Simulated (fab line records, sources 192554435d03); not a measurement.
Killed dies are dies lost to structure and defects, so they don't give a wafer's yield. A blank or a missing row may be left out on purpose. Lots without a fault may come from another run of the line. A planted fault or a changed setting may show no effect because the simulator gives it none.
Chamber matching | flow n5_finfet | N5_BEOL_M3_DEP_57 on pecvd-01: 3 sister chambers
The step deposits SiCN from 3MS/NH3, target thk 8 nm, time 14 s. 16 wafers are shown with their chamber, then 8 later ones without.

WAFERS WITH THEIR CHAMBER
wafer  | chamber | showerhead_plenum_p_Torr (Torr) | throttle_valve_pct (%)
L074.2 | 1       | 3.650                           | 9.4
L074.3 | 0       | 3.685                           | 8.9
L074.4 | 1       | 3.661                           | 9.3
L077.1 | 1       | 3.655                           | 9.5
L077.4 | 0       | 3.681                           | 8.9
L077.6 | 1       | 3.661                           | 9.8
L079.1 | 2       | 3.669                           | 8.6
L079.2 | 0       | 3.682                           | 8.9
L079.6 | 1       | 3.664                           | 9.6
L083.1 | 1       | 3.659                           | 9.6
L083.2 | 2       | 3.663                           | 8.6
L083.6 | 0       | 3.682                           | 9.1
L085.1 | 0       | 3.683                           | 8.6
L085.3 | 2       | 3.654                           | 8.9
L085.5 | 2       | 3.663                           | 8.8
L088.1 | 2       | 3.662                           | 8.5

SIGNATURES (means of the wafers above)
reading                  | chamber 0 | chamber 1 | chamber 2 | scatter within a chamber
showerhead_plenum_p_Torr | 3.68260   | 3.65833   | 3.66220   | 0.0044
throttle_valve_pct       | 8.880     | 9.533     | 8.680     | 0.173
Rule: a wafer's distance from a chamber is the root of the sum, over the readings, of the square of ((its reading less the chamber's mean) divided by the reading's scatter). The wafer belongs to the nearest chamber; if the next one is less than 2 further off, it can't be placed. The scatter: the root of (the sum of the squares of (reading less its chamber's mean) over the shown wafers, divided by (wafers less chambers)).

WAFERS WITHOUT THEIR CHAMBER
wafer  | showerhead_plenum_p_Torr (Torr) | throttle_valve_pct (%)
L088.4 | 3.674                           | 9.2
L088.5 | 3.655                           | 9.7
L090.3 | 3.671                           | 8.9
L090.4 | 3.671                           | 9.6
L090.6 | 3.679                           | 8.8
L097.1 | 3.677                           | 8.9
L097.4 | 3.661                           | 9.4
L097.5 | 3.681                           | 8.7

WHICH CHAMBER EACH WENT THROUGH
wafer  | from the rows above          | in truth
L088.4 | can't be placed: 0 or 2 or 1 | 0
L088.5 | 1                            | 1
L090.3 | can't be placed: 2 or 0      | 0
L090.4 | 1                            | 1
L090.6 | 0                            | 0
L097.1 | 0                            | 0
L097.4 | 1                            | 1
L097.5 | 0                            | 0
Placed correctly: 6 of 8. Can't be placed from these rows: 2 (the true chamber is among the candidates in 2). Placed wrongly: 0.
